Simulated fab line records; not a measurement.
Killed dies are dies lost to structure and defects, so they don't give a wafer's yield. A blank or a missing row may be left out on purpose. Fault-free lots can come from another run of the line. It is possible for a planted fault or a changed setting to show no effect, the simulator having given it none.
Problem report, 8D (eight disciplines) form, completed by code    flow n5Finfet    the parts of the form that need people (team, actions taken, sign-off) are left out

## 1. THE ISSUE
At N5_BEOL_M0_SAQP_COAT_72, spinSpeedRpm averages 1549.5 rpm over 6 wafers from 2 lots, while fault-free wafers read 1500.1 rpm, standard deviation 0.98. Relative to the usual mean, that is a shift of +50 standard deviations.
The step: time 60 s, resist thk 15 nm.
The first sign was on wafer L757.3 at day 6 19:52, on lithoTrack-05. The record has a number at this step for 12 wafers belonging to 4 lots. By rule, "out" or "out of limits" means more than 4 standard deviations away from the usual mean. All remaining wafers that have a number are taken as sound.

## 2. WHAT THIS IS AND IS NOT
question                     is                      is not
which readings at this step  spinSpeedRpm            -
which lots                   L757, L758              L768, L772
which wafers of those lots   all that have a number  -
read on which tools          lithoTrack-05           lithoTrack-04
when                         from day 6 19:52        up to then (0 sound wafers); but 6 sound wafers of L768, L772 came after

## 3. SUSPECTS, AND WHAT RULES EACH OUT
Counting: any tool at a process step up to the reading is kept as a suspect provided that every lot that is out went through it and no sound lot did after the first of them.
- lithoTrack-05 at N5_BEOL_M0_SAQP_COAT_72 (time 60 s, resist thk 15 nm): ruled out as a lasting fault. Sound lots L772 ran on it after its first lot that is out, L757 (day 6 19:52).
Left after counting: nothing in the record.

## 4. THE CAUSE (what the simulator had put in)
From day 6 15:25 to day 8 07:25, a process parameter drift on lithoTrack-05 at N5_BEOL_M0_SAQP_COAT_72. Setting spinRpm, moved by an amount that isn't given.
Counting ruled it out, wrongly.

## 5. THE EFFECT CHAIN, in route order
Each row: a reading where the mean over the struck wafers with a number is more than 3 standard deviations away from the usual. Only readings whose record carries a usual standard deviation are examined. hours: median over the lots of the time between each lot's start at the first step of this table that gives one and its start at this step. sigmas: the change, counted in usual standard deviations.
hours  step                     reading       usual       on struck wafers  change  sigmas
0      N5_BEOL_M0_SAQP_COAT_72  spinSpeedRpm  1500.1 rpm  1549.5            +49.4   +50
It contains these process steps:
- N5_BEOL_M0_SAQP_COAT_72: time 60 s, resist thk 15 nm.
Later steps that measure or inspect, where all struck wafers having a row at the step show a number for every such reading and not one has moved that far: N5_BEOL_M4_RC_MEAS_101.

## 6. WHAT WOULD HAVE CAUGHT IT SOONER
4 hours passed between the start of the fault at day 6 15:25 and the first reading out of limits in this record, taken at day 6 19:52.
